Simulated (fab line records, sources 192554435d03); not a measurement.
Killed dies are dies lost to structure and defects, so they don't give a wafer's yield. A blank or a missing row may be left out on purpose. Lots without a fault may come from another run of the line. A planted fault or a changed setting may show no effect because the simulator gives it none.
A struck lot beside a sound one | flow n5_finfet | 15 steps out of a route of 1938
Sound: wafers L617.1, L617.4, L617.6. Struck: wafers L623.3, L623.4. (L623.6 of the same lot was not struck and is left out.) The cause comes at the end.
At each step with rows: each side's tool, then ch and its chambers, then its first start. Under that, the readings that differ: sound wafers | struck wafers | difference of the means | sigmas: that difference in standard deviations of wafers without a fault.
alike: readings whose means differ by less than 2 such deviations, and words and numbers that are the same on both sides. not compared: withheld readings, readings that some wafer has no value for, bounds like >300 that may hide the same value, and numbers for which the record gives no deviation and whose values overlap.
The two part at a step that has a row with sigmas, a row that says differs or no value, or rows on one side only. Numbers that don't overlap but have no deviation are shown without sigmas and don't part them. A reading that every wafer of one side lacks parts them only if that side has two wafers or more.

first, 4 steps without rows for these wafers: N5_BEOL_M3_SOFTBAKE_23 (time 60 s); N5_BEOL_M3_EXPOSE_25 (exposes mask V2, defocus 5 nm); N5_BEOL_M3_PEB_26 (peb time 60 s); N5_BEOL_M3_DEVELOP_27 (develop time 30 s).
N5_BEOL_M3_CD_MEAS_28: target cd 25.7 nm, target cd y 23.3 nm.
  sound on cd_sem-03 ch 0, day 9 18:13; struck on cd_sem-02 ch 0, day 11 14:05
  alike: cd_nm
N5_BEOL_M3_OVL_MEAS_29:
  sound on overlay-02 ch 0, day 9 18:15; struck on overlay-02 ch 0, day 11 14:07
  alike: V2_OVL
N5_BEOL_M3_INSPECT_30: inspects for defects (brightfield).
  sound on defect_inspect-02, day 9 18:18; struck on defect_inspect-02, day 11 14:10
  alike: raw_defect_count
N5_BEOL_M3_DESCUM_33: chemistry O2, time 7 s.
  sound on rie_diel-03 ch 0,2, day 9 18:20; struck on rie_diel-04 ch 0,2, day 11 14:12
  reading                     | sound          | struck    | difference | sigmas
  drypump_motor_current_A (A) | 5.5 5.1 5.5    | 6.1 6.6   | +1.0       | +3
  oes_product_au (a.u.)       | 0.85 1.00 0.86 | 0.71 0.67 | -0.21      | -3
  alike: rf_vpp_V, showerhead_plenum_p_Torr, temp_c, throttle_valve_pct
  not compared: rf_hours_counter_h
N5_BEOL_M3_ETCH_77: etches underlayer in N2/H2, target depth 6.5 nm, time 5.2 s.
  sound on rie_diel-03 ch 0,2, day 9 18:22; struck on rie_diel-04 ch 0,2, day 11 14:14
  reading                     | sound             | struck      | difference | sigmas
  drypump_motor_current_A (A) | 5.5 5.1 5.5       | 6.1 6.5     | +0.9       | +3
  oes_product_au (a.u.)       | 0.72 0.84 0.72    | 0.62 0.58   | -0.16      | -3
  throttle_valve_pct (%)      | 17.86 17.35 17.87 | 18.09 18.07 | +0.39      | +2
  alike: etch_rf_on_time_s, rf_vpp_V, showerhead_plenum_p_Torr
  not compared: rf_hours_counter_h
N5_BEOL_M3_ETCH_69: etches SiARC in CF4, target depth 15.6 nm, time 26 s.
  sound on rie_diel-03 ch 0,2, day 9 18:23; struck on rie_diel-04 ch 0,2, day 11 14:15
  reading                     | sound          | struck    | difference | sigmas
  drypump_motor_current_A (A) | 5.5 5.1 5.5    | 6.1 6.5   | +0.9       | +3
  oes_product_au (a.u.)       | 0.71 0.84 0.71 | 0.63 0.57 | -0.15      | -3
  alike: etch_rf_on_time_s, rf_vpp_V, showerhead_plenum_p_Torr, throttle_valve_pct
  not compared: rf_hours_counter_h
N5_BEOL_M3_ALD_98: deposits SiO2, target thk 2.5 nm, pulse time 1 s, co reactant pulse time 1 s.
  sound on ald_sin-03 ch 1,2, day 9 18:28; struck on ald_sin-04 ch 0,2, day 11 14:26
  alike: heater_power_w, precursor_pulse_height_rel
N5_BEOL_M3_ETCHBACK_99: etches SiO2 in CHF3, target depth 5 nm, time 10.4 s.
  sound on rie_diel-03 ch 0,1,3, day 10 00:22; struck on rie_diel-03 ch 2,3, day 11 16:58
  alike: CHF3_flow_sccm, drypump_motor_current_A, oes_ar_750_au, oes_f_703_au, oes_product_au, rf_vpp_V, showerhead_plenum_p_Torr, throttle_valve_pct
  not compared: rf_hours_counter_h
N5_BEOL_M3_ETCH_70: etches SOC in N2/H2, target depth 80 nm, overetch 16 nm, time 120 s.
  sound on rie_diel-03 ch 0,1,3, day 10 00:25; struck on rie_diel-03 ch 2,3, day 11 17:00
  reading                                    | sound             | struck      | difference | sigmas
  run_length_s (s)                           | 143.4 143.2 143.3 | 167.5 166.5 | +23.7      | +54
  model.SiARC_of_BEOL_M3_COAT_68.thk_nm (nm) | 6.4 6 6.6         | 5.2 5       | -1.2       |
  alike: drypump_motor_current_A, oes_product_au, rf_vpp_V, showerhead_plenum_p_Torr, temp_c, throttle_valve_pct
  not compared: rf_hours_counter_h
then, 1 step without rows for these wafers: N5_BEOL_M3_STRIP_71 (strips in N2/H2).
N5_BEOL_M4_RC_MEAS_101:
  sound on prober-01 ch 0, day 10 21:54; struck on prober-02 ch 0, day 12 09:26
  reading       | sound       | struck  | difference | sigmas
  ION_P (uA/um) | 470 472 477 | 458 457 | -16        | -2
  VT_N (mV)     | 249 244 246 | 257 253 | +9         | +3
  alike: DIBL_N, DIBL_P, IOFF_N, IOFF_P, ION_N, SS_N, SS_P, VT_P

WHERE THEY PART
First at N5_BEOL_M3_DESCUM_33; last, within this record, at N5_BEOL_M4_RC_MEAS_101.

WHY: what the simulator had put in
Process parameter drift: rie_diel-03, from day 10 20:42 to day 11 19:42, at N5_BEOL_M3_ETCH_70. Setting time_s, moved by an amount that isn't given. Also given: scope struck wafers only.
